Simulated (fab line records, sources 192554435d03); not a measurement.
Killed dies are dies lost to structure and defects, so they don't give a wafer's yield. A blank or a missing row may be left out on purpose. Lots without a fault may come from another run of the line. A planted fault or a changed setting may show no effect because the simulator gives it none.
Split-lot experiment | flow n5_finfet | 7 lots, 39 wafers read, on a route of 1938 steps

THE SPLIT
At N5_MOL_CONTACT_COAG_CVD_140 (deposits W, target thk 66.5 nm, time 215 s), the setting target_thk_a was moved away from the recipe's 665 angstrom on 15 of the 39 wafers read, by -10.4% to +10.9%. The other wafers ran this setting at the recipe's value.

The reading is taken at the split's own step.

THE READING
W_of_MOL_CONTACT_COAG_CVD_140.thk_nm (the simulator's own value, which no gauge read), in nm, at N5_MOL_CONTACT_COAG_CVD_140 (deposits W, target thk 66.5 nm, time 215 s). The file gives no usual value for it. The 24 wafers here that ran the recipe average 66.2 nm, standard deviation 0.73 nm.

wafer  | tool, chamber at the split | target_thk_a as run, angstrom | against the recipe | W_of_MOL_CONTACT_COAG_CVD_140.thk_nm, nm | against lot-mates on the recipe
L074.1 | cvd_w-01, 1                | 665                           | recipe             | 66                                       | -
L074.2 | cvd_w-01, 0                | 737.2                         | +10.9%             | 72.8                                     | +6.8
L074.3 | cvd_w-01, 1                | 737.2                         | +10.9%             | 73.6                                     | +7.6
L074.4 | cvd_w-01, 0                | 665                           | recipe             | 65.8                                     | -
L074.5 | cvd_w-01, 1                | 737.2                         | +10.9%             | 73                                       | +7.0
L074.6 | cvd_w-01, 0                | 665                           | recipe             | 66.2                                     | -
L075.1 | cvd_w-02, 1                | 665                           | recipe             | 66.8                                     | -
L075.3 | cvd_w-02, 1                | 665                           | recipe             | 67.4                                     | -
L075.5 | cvd_w-02, 1                | 665                           | recipe             | 67                                       | -
L081.1 | cvd_w-02, 0                | 627.3                         | -5.7%              | 61.8                                     | -3.9
L081.2 | cvd_w-02, 1                | 665                           | recipe             | 66.4                                     | -
L081.3 | cvd_w-02, 1                | 627.3                         | -5.7%              | 62.4                                     | -3.3
L081.4 | cvd_w-02, 0                | 665                           | recipe             | 65.4                                     | -
L081.5 | cvd_w-02, 1                | 627.3                         | -5.7%              | 62.6                                     | -3.1
L081.6 | cvd_w-02, 0                | 665                           | recipe             | 65.2                                     | -
L084.1 | cvd_w-02, 1                | 665                           | recipe             | 67.4                                     | -
L084.2 | cvd_w-02, 0                | 665                           | recipe             | 66.2                                     | -
L084.4 | cvd_w-02, 0                | 665                           | recipe             | 66.2                                     | -
L084.3 | cvd_w-02, 1                | 596.1                         | -10.4%             | 60.2                                     | -6.4
L084.5 | cvd_w-02, 1                | 596.1                         | -10.4%             | 59                                       | -7.6
L084.6 | cvd_w-02, 0                | 596.1                         | -10.4%             | 59.2                                     | -7.4
L090.1 | cvd_w-01, 0                | 665                           | recipe             | 66                                       | -
L090.2 | cvd_w-01, 1                | 600.6                         | -9.7%              | 59.2                                     | -6.2
L090.3 | cvd_w-01, 1                | 600.6                         | -9.7%              | 58.6                                     | -6.8
L090.4 | cvd_w-01, 0                | 600.6                         | -9.7%              | 58.8                                     | -6.6
L090.5 | cvd_w-01, 1                | 665                           | recipe             | 65                                       | -
L090.6 | cvd_w-01, 0                | 665                           | recipe             | 65.2                                     | -
L093.1 | cvd_w-02, 1                | 665                           | recipe             | 67.2                                     | -
L093.2 | cvd_w-02, 0                | 665                           | recipe             | 66.2                                     | -
L093.4 | cvd_w-02, 0                | 665                           | recipe             | 66.2                                     | -
L093.3 | cvd_w-02, 1                | 665                           | recipe             | 67                                       | -
L093.5 | cvd_w-02, 0                | 665                           | recipe             | 66.8                                     | -
L093.6 | cvd_w-02, 1                | 665                           | recipe             | 66.6                                     | -
L094.1 | cvd_w-02, 0,1              | 665                           | recipe             | 65.4                                     | -
L094.4 | cvd_w-02, 0,1              | 665                           | recipe             | 65.4                                     | -
L094.2 | cvd_w-02, 1                | 627.2                         | -5.7%              | 62                                       | -3.3
L094.3 | cvd_w-02, 0                | 627.2                         | -5.7%              | 61.8                                     | -3.5
L094.5 | cvd_w-02, 0                | 665                           | recipe             | 65.2                                     | -
L094.6 | cvd_w-02, 1                | 627.2                         | -5.7%              | 62.8                                     | -2.5
Where a row lists several chambers, the file gives one row for several wafers and doesn't say which wafer went through which chamber.

THE FIT
A straight line over all 39 wafers: W_of_MOL_CONTACT_COAG_CVD_140.thk_nm changes by +0.675 nm for each +1% of target_thk_a; r = +0.98; the points scatter about the line by 0.68 nm.
The same after taking each lot's own level away (the mean of its wafers on the recipe; 39 wafers): +0.658 nm for each +1%; r = +0.99; scatter 0.45 nm.
On that fit, the largest move of target_thk_a shifts the reading by 7.1 nm.
The lots' own levels span 65.33 to 67.07 nm, that is 2.4 times the standard deviation above.
So the lot-to-lot level changes the slope little: the two slopes agree.
Check: with one of the wafers moved furthest among these (+10.9%) left out of the fit, the line predicts +7.26 nm for it against its lot-mates. It came out at +6.8 nm against them.

OTHER SPLITS ON THESE WAFERS
These wafers also went through other splits before the reading. Each is held against what the fit with the lots' levels taken away leaves over:
other split on the same wafers | wafers away from the commonest value | r with W_of_MOL_CONTACT_COAG_CVD_140.thk_nm (lot level and that fit taken away)
N5_DUMMY_GATE_ETCH_32 time_s   | 18                                   | +0.01
N5_SD_EPI_N_EPI_21 time_s      | 12                                   | -0.25
N5_HKMG_FIN_ETCH_55 bias_w     | 9                                    | -0.14
N5_GATE_CUT_CUT_ETCH_53 icp_w  | 18                                   | +0.31

THE FILE'S OWN FIT
W_of_MOL_CONTACT_COAG_CVD_140.thk_nm changes by +0.656 nm for each +1% of target_thk_a, r = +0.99.
